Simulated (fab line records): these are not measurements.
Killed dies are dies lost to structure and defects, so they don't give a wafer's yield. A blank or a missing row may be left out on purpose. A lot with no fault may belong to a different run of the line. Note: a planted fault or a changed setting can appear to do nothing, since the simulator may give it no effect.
fab line records	flow n5-finfet
[record] lots = 9	wafers = 27	last-day = 17
route steps=1938 shown SD_EPI_N@278 SD_EPI_P@300 BEOL_M4@1111 PASSIVATION@1936
lots untouched by any fault: they come from a run of this same line in which no faults occurred
start-h: hours from the record's opening day to when the first of the lot's shown wafers began	wait-h: hours elapsed since this lot's preceding step	" repeats the value in the row above	L1.1+2: a row that stands for several wafers	- no value present, or no start provided	* or withheld: withheld	< > ~ a bound
route shown NAME@n: a module of which the file shows steps, and the number in the route of the first	usual: average and standard deviation across the fault-free wafers	same: alike in all rows	chamber/n: place in a boat	sites: the reading at each site	_std_site: the values' standard deviation	_edge_site: outer sites' mean less inner sites'	radius-mm: for every site, how far away it sits from the centre of the wafer	mask NAME#n: copy n	behind: the last tool/chamber to shape the wafer	hold: why the lot went on hold/how many hours it stayed there/how the hold came to an end	device: whichever transistor did not switch (one of n, p or np)	end of line: tests of these same wafers at the route's end	for a step that has no rows: nothing shown but its recipe	killed: dies that structure and defects cost at the first sort, which is not the same as the wafer's yield	map: dies across one wafer; x = killed, . = not, _ = none there
set.NAME: setting as actually run; set.NAME@STEP: the setting as run at that earlier step	model.NAME: the simulator's own value behind a step, which no gauge read
a sample of lots followed through the steps of the route, with each step as a table and each wafer as a row
services: the hour from which a tool's chamber was out of use, counted from the record's first day as start-h (under 0 if before that day), plus the number of hours and why
[[steps]]
[step N5_SD_EPI_N_ETCH_45]
[recipe] chemistry = CH3F/O2	target = SiOCN	target-depth-a = 60	mask-material = SOC	ion-energy-ev = 60	bias-w = 29	pressure-mtorr = 15	source-w = 410	Ar_flow_sccm = 150	CH3F_flow_sccm = 30	O2_flow_sccm = 20
[usual] drypump-motor-current-A = 5.4/0.4	oes-product-au = 0.75/0.055	rf-vpp-V = 127.8/0.9	showerhead-plenum-p-Torr = 2.04/0.045	throttle-valve-pct = 23.30/0.13
lot.wafer	tool	chamber	start-h	wait-h	drypump-motor-current-A	oes-product-au	rf-hours-counter-h	rf-vpp-V	showerhead-plenum-p-Torr	throttle-valve-pct
L434.4	rie-diel-01	2	48.79	0.1	4.8	0.76	150	128.6	2.00	23.44
L434.5	"	1	"	"	6.1	0.86	-	129.1	2.02	23.15
L434.6	"	2	"	"	4.8	0.77	-	127.5	2.00	23.42
L435.2	rie-diel-01	2	55.18	0.1	4.8	0.76	152	126.4	2.00	23.44
L435.3	"	0	"	"	5.6	0.72	188	128.7	2.08	23.17
L435.4	"	3	"	"	5.2	0.75	173	126.5	1.99	23.23
L437.3	rie-diel-02	3	67.97	0.1	5.8	0.79	92	128.2	2.01	23.35
L437.4	"	1	"	"	5.7	0.73	161	127.9	2.08	23.45
L437.5	"	2	"	"	5.4	0.74	-	127.5	2.07	23.34
L443.2	rie-diel-01	2	109.39	0.1	4.8	0.75	168	128.1	2.00	23.46
L443.4	"	1	"	"	6.1	0.82	63	127.1	2.01	23.16
L443.5	"	1	"	"	6.1	0.84	-	127.5	2.01	23.16
L446.4	rie-diel-01	1	121.61	0.1	6.2	0.82	68	127.6	2.01	23.18
L446.5	"	2	"	"	4.8	0.74	-	125.8	2.00	23.46
L446.6	"	1	"	"	6.1	0.82	-	127.1	2.01	23.18
L447.4	rie-diel-02	3	129.56	0.1	5.8	0.76	117	127.1	2.00	23.37
L447.5	"	1	"	"	5.7	0.72	-	128.2	2.07	23.48
L447.6	"	2	"	"	5.4	0.72	-	128.8	2.07	23.37
L452.1	rie-diel-02	3	158.50	0.1	5.9	0.76	129	125.8	2.00	23.40
L452.3	"	0	"	"	5.2	0.92	23	128.1	2.12	23.19
L452.6	"	2	"	"	5.4	0.72	-	127.7	2.06	23.38
L454.1	rie-diel-01	0	174.30	0.1	5.6	0.68	231	128.9	2.07	23.22
L454.2	"	2	"	"	4.8	0.73	192	127.0	1.99	23.50
L454.5	"	2	"	"	4.8	0.73	-	126.6	1.99	23.52
L455.3	rie-diel-01	2	178.38	0.1	4.8	0.73	193	127.5	1.99	23.50
L455.5	"	3	"	"	5.2	0.72	-	126.4	1.98	23.29
L455.6	"	0	"	"	5.6	0.68	-	128.0	2.07	23.22
[step N5_SD_EPI_P_EXPOSE_06]
[recipe] mask-id = SD_P_BLK	na = 1.35	source-shape = conventional	sigma-outer = 0.8	polarization = unpolarized	target-cd-nm = 240	dose-mj = 39.5
[usual] exposure-dose-mJ-cm2 = 39.8/0.44
lot.wafer	tool	chamber	start-h	wait-h	mask	exposure-dose-mJ-cm2
L434.4	arfi-scanner-02	0	52.52	-	SD_P_BLK#0	39.5
L434.5	"	0	"	"	SD_P_BLK#0	39.5
L434.6	"	0	"	"	SD_P_BLK#0	39.5
L435.2	arfi-scanner-02	0	58.78	-	SD_P_BLK#0	39.5
L435.3	"	0	"	"	SD_P_BLK#0	39.5
L435.4	"	0	"	"	SD_P_BLK#0	39.5
L437.3	arfi-scanner-03	0	71.69	-	SD_P_BLK#0	40.1
L437.4	"	0	"	"	SD_P_BLK#0	40.1
L437.5	"	0	"	"	SD_P_BLK#0	40.1
L443.2	arfi-scanner-01	0	113.10	-	SD_P_BLK#0	40.6
L443.4	"	0	"	"	SD_P_BLK#0	40.6
L443.5	"	0	"	"	SD_P_BLK#0	40.5
L446.4	arfi-scanner-01	0	126.07	-	SD_P_BLK#0	40.6
L446.5	"	0	"	"	SD_P_BLK#0	40.6
L446.6	"	0	"	"	SD_P_BLK#0	40.6
L447.4	arfi-scanner-01	0	133.41	-	SD_P_BLK#0	41.5
L447.5	"	0	"	"	SD_P_BLK#0	41.5
L447.6	"	0	"	"	SD_P_BLK#0	41.5
L452.1	arfi-scanner-02	0	162.46	-	SD_P_BLK#0	39.5
L452.3	"	0	"	"	SD_P_BLK#0	39.5
L452.6	"	0	"	"	SD_P_BLK#0	39.5
L454.1	arfi-scanner-02	0	178.74	-	SD_P_BLK#0	39.5
L454.2	"	0	"	"	SD_P_BLK#0	39.5
L454.5	"	0	"	"	SD_P_BLK#0	39.5
L455.3	arfi-scanner-03	0	183.07	-	SD_P_BLK#0	40.1
L455.5	"	0	"	"	SD_P_BLK#0	40.1
L455.6	"	0	"	"	SD_P_BLK#0	40.1
[step N5_SD_EPI_P_CD_MEAS_09]
[recipe] target-cd-nm = 240	landing-energy-ev = 500	detector = se-inlens
[usual] cd-nm = 239.7/0.98
lot.wafer	tool	chamber	start-h	wait-h	cd-nm
L434.4	cd-sem-01	0	52.63	-	240.0
L434.5	"	0	"	"	241.3
L434.6	"	0	"	"	240.6
L435.2	cd-sem-02	0	58.90	-	240.1
L435.3	"	0	"	"	239.8
L435.4	"	0	"	"	239.7
L437.3	cd-sem-02	0	71.80	-	241.0
L437.4	"	0	"	"	241.5
L437.5	"	0	"	"	240.9
L443.2	cd-sem-03	0	113.22	-	239.5
L443.4	"	0	"	"	239.3
L443.5	"	0	"	"	240.2
L446.4	cd-sem-03	0	126.18	-	239.7
L446.5	"	0	"	"	238.4
L446.6	"	0	"	"	239.9
L447.4	cd-sem-02	0	133.52	-	242.2
L447.5	"	0	"	"	242.0
L447.6	"	0	"	"	242.8
L452.1	cd-sem-02	0	162.59	-	239.5
L452.3	"	0	"	"	238.0
L452.6	"	0	"	"	237.8
L454.1	cd-sem-03	0	178.87	-	239.2
L454.2	"	0	"	"	239.1
L454.5	"	0	"	"	241.0
L455.3	cd-sem-01	0	183.18	-	240.1
L455.5	"	0	"	"	240.4
L455.6	"	0	"	"	240.7
[step N5_SD_EPI_P_ETCH_37]
[recipe] chemistry = N2/H2	target = SOC	overetch-a = 1080	mask-material = SiARC	temp-c = 40	ion-energy-ev = 100	source-w = 3000	bias-w = 133	pressure-mtorr = 20	time-s = 486	n2-flow-sccm = 200	h2-flow-sccm = 200	ends = end-point
[usual] drypump-motor-current-A = 5.7/0.4	oes-product-au = 0.70/0.064	rf-vpp-V = 240.7/1.5	showerhead-plenum-p-Torr = 2.54/0.1	throttle-valve-pct = 23.81/0.25
lot.wafer	tool	chamber	start-h	wait-h	drypump-motor-current-A	oes-product-au	rf-hours-counter-h	rf-vpp-V	showerhead-plenum-p-Torr	throttle-valve-pct
L434.4	rie-diel-03	3	52.86	0.0	5.7	0.63	233	241.7	2.62	23.76
L434.5	"	1	"	"	5.2	0.75	-	240.6	2.48	23.39
L434.6	"	2	"	"	5.9	0.66	-	238.7	2.41	23.56
L435.2	rie-diel-03	0	59.08	0.0	5.9	0.76	59	242.0	2.71	23.94
L435.3	"	1	"	"	5.2	0.75	52	239.7	2.48	23.39
L435.4	"	2	"	"	5.8	0.66	198	239.5	2.41	23.55
L437.3	rie-diel-05	2	71.98	0.0	6.3	0.69	132	241.5	2.54	23.74
L437.4	"	1	"	"	5.9	0.70	144	240.7	2.55	24.14
L437.5	"	3	"	"	6.2	0.67	-	240.9	2.63	24.06
L443.2	rie-diel-03	0	113.40	0.0	5.8	0.75	67	244.4	2.71	23.93
L443.4	"	2	"	"	5.8	0.65	206	239.2	2.40	23.57
L443.5	"	3	"	"	5.7	0.62	-	242.9	2.62	23.78
L446.4	rie-diel-04	3	126.36	0.0	5.9	0.87	3	242.1	2.70	23.34
L446.5	"	3	"	"	5.9	0.87	-	242.8	2.70	23.35
L446.6	"	0	"	"	5.1	0.67	-	239.3	2.43	24.03
L447.4	rie-diel-04	3	134.04	0.0	5.9	0.87	6	242.5	2.69	23.35
L447.5	"	1	"	"	5.2	0.74	-	241.3	2.56	24.00
L447.6	"	0	"	"	5.2	0.67	-	239.0	2.43	24.05
L452.1	rie-diel-04	0	162.77	0.0	5.2	0.66	156	239.7	2.43	24.04
L452.3	"	1	"	"	5.2	0.72	88	241.7	2.55	24.01
L452.6	"	1	"	"	5.2	0.73	-	241.1	2.55	24.00
L454.1	rie-diel-04	0	179.05	0.0	5.2	0.66	162	239.6	2.43	24.07
L454.2	"	2	"	"	6.1	0.63	224	237.3	2.50	23.95
L454.5	"	0	"	"	5.1	0.66	-	239.5	2.43	24.06
L455.3	rie-diel-03	2	183.36	0.0	5.8	0.65	229	237.5	2.39	23.62
L455.5	"	0	"	"	5.9	0.73	-	242.5	2.70	23.96
L455.6	"	1	"	"	5.1	0.71	-	239.5	2.47	23.45
[step N5_BEOL_M4_RC_MEAS_101]
[usual] DIBL_N = 36.1/1.6	DIBL_P = 36.6/1.9	IOFF_N = 0.160/0.026	IOFF_P = 0.210/0.028	ION_N = 677/10	ION_P = 464/6.9	SS_N = 71.4/0.56	SS_P = 73.3/0.61	VT_N = 249.1/2.6	VT_P = -250/3.3
lot.wafer	tool	chamber	start-h	wait-h	DIBL_N[mV/V]	DIBL_P[mV/V]	IOFF_N[nA/um]	IOFF_P[nA/um]	ION_N[uA/um]	ION_P[uA/um]	SS_N[mV/dec]	SS_P[mV/dec]	VT_N[mV]	VT_P[mV]
L434.4	prober-01	0	167.43	0.5	36.5	35.3	0.142	0.179	670	466	71.4	73.5	250.7	-255
L434.5	"	0	"	"	38.0	38.2	0.173	0.216	682	468	71.7	74.4	249.5	-250
L434.6	"	0	"	"	36.2	35.1	0.145	0.173	679	460	71.7	73.0	250.8	-255
L435.2	prober-01	0	186.81	0.2	37.3	38.1	0.174	0.238	687	473	71.9	73.8	250.0	-248
L435.3	"	0	"	"	34.0	33.5	0.107	0.166	657	455	71.0	72.6	256.2	-255
L435.4	"	0	"	"	35.0	34.0	0.120	0.170	663	458	70.8	73.5	253.8	-254
L437.3	prober-02	0	200.77	0.3	34.4	35.0	0.161	0.204	690	473	71.0	72.9	247.3	-247
L437.4	"	0	"	"	36.9	36.6	0.190	0.235	685	468	71.5	72.9	247.2	-249
L437.5	"	0	"	"	34.8	35.4	0.161	0.207	683	470	71.2	72.8	247.0	-248
L443.2	prober-01	0	235.68	0.2	37.0	36.2	0.134	0.190	681	463	71.4	73.1	250.9	-253
L443.4	"	0	"	"	37.7	36.5	0.139	0.178	664	456	71.0	72.9	251.3	-252
L443.5	"	0	"	"	36.6	34.9	0.134	0.172	663	460	70.8	73.1	252.4	-254
L446.4	prober-02	0	258.82	0.5	37.9	37.7	0.183	0.200	669	446	72.2	74.2	247.5	-254
L446.5	"	0	"	"	38.8	39.6	0.205	0.236	692	464	71.5	74.3	244.7	-250
L446.6	"	0	"	"	35.5	34.0	0.139	0.154	666	448	70.5	72.4	249.5	-258
L447.4	prober-01	0	262.42	0.5	37.1	38.9	0.179	0.216	680	464	71.5	74.3	247.0	-249
L447.5	"	0	"	"	35.1	35.9	0.148	0.180	679	460	71.3	73.1	249.2	-254
L447.6	"	0	"	"	37.8	38.4	0.194	0.211	690	462	71.9	73.8	246.3	-252
L452.1	prober-01	0	288.51	0.0	34.1	34.9	0.142	0.167	681	456	71.6	73.3	250.8	-255
L452.3	"	0	"	"	37.0	38.8	0.183	0.216	687	460	72.4	74.0	250.0	-251
L452.6	"	0	"	"	34.3	35.9	0.139	0.183	666	457	71.3	73.6	252.7	-254
L454.1	prober-02	0	291.39	0.0	34.8	34.4	0.144	0.199	665	460	71.1	72.9	249.1	-248
L454.2	"	0	"	"	35.0	35.2	0.152	0.208	677	468	71.3	72.3	249.2	-247
L454.5	"	0	"	"	32.6	32.7	0.118	0.181	669	467	70.9	72.2	250.6	-249
L455.3	prober-02	0	311.66	0.3	37.6	38.1	0.174	0.210	688	464	71.7	73.8	248.4	-252
L455.5	"	0	"	"	35.0	36.6	0.144	0.189	675	459	71.2	72.9	250.1	-255
L455.6	"	0	"	"	35.9	36.8	0.145	0.185	672	452	71.4	73.8	251.0	-253
[step N5_PASSIVATION_PROBE_49]
[usual] defect-limited-yield = 91.3/1.5	killed_at_M0_to_M3 = 34/10	killed_at_M4_up = 13/4.9	killed-at-contacts = 13/6.1	killed-at-front-end = 39/13	killed-at-other = 4.1/2.7	killed-dies = 103/18	killed-open = 68/13	killed-short = 32/7.6	sort_bin_5_function = 5.2/1	sort_bin_6_memory = 3.2/0.75	sort-n-pass = 1077/18	sort-yield-pct = 91.3/1.5
[same] gross-dies = 1180	killed-at-back-side = 0	sort_bin_4_leakage[%] = 0	sort_bin_8_speed[%] = 0
lot.wafer	tool	chamber	start-h	wait-h	defect-limited-yield[%]	killed_at_M0_to_M3	killed_at_M4_up	killed-at-contacts	killed-at-front-end	killed-at-other	killed-dies	killed-open	killed-short	sort_bin_5_function[%]	sort_bin_6_memory[%]	sort-n-pass	sort-yield-pct[%]
L446.5	prober-01	-	360.79	0.9	88.8	49	9	36	36	2	132	93	38	6.9	4.0	1048	88.8
// killed by level:class
L446.5 MOL_CONTACT_COAG:geometric-particle:open=29 FIN_SAQP:geometric-particle:open=10 BEOL_M0_SAQP:geometric-particle:short=10 STI_FIN_REVEAL:geometric-particle:open=8 BEOL_M3:geometric-particle:open=8 MOL_CONTACT_COAG:geometric-particle:short=7 BEOL_M0_SAQP:geometric-particle:open=7 FIN_SAQP:geometric-particle:short=6
[[services]]
tool	chamber	start-h	hours	kind
arfi-scanner-03	-	34.84	3.1	pm
rie-diel-02	-	38.00	14.6	pm
arfi-scanner-01	-	38.77	32.7	repair
rie-diel-01	-	39.39	0.6	repair
arfi-scanner-01	-	71.51	1.0	pm
arfi-scanner-01	-	72.51	4.9	pm
rie-diel-04	3	72.64	7.9	repair
arfi-scanner-02	-	81.67	1.3	pm
rie-diel-01	1	81.67	5.2	repair
arfi-scanner-01	-	81.74	1.3	pm
rie-diel-02	2	82.00	6.6	repair
rie-diel-01	-	85.27	0.6	repair
rie-diel-02	1	87.60	7.7	repair
rie-diel-03	-	96.86	14.6	pm
rie-diel-02	1	101.25	2.7	repair
arfi-scanner-02	-	110.27	0.8	pm
rie-diel-03	1	132.78	6.3	repair
arfi-scanner-01	-	133.79	0.8	pm
arfi-scanner-01	-	142.75	6.0	pm
arfi-scanner-01	-	150.25	16.0	pm
rie-diel-04	2	157.27	4.0	repair
rie-diel-03	-	163.67	4.3	pm
arfi-scanner-02	-	166.25	1.0	pm
arfi-scanner-02	-	174.69	1.0	pm
[[key]]
[first-sign] step = N5_SD_EPI_P_EXPOSE_06	reading = exposure-dose-mJ-cm2	direction = up	sigmas = 3.8	usual = 39.8	struck = 41.5
effect none on later readings
met-at N5_SD_EPI_P_EXPOSE_06
struck-lots L447
not-acting-at N5_SD_EPI_N_ETCH_45,N5_SD_EPI_P_CD_MEAS_09,N5_SD_EPI_P_ETCH_37
onset-between 126.07 133.41
[fault] kind = process-parameter-drift	tool = arfi-scanner-01	chamber = -	onset-h = 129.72	steps = N5_SD_EPI_P_EXPOSE_06	channel = dose-mj	offset = 0.91609	shape = step	acts-in = these-recipes-only	stated = 39.5
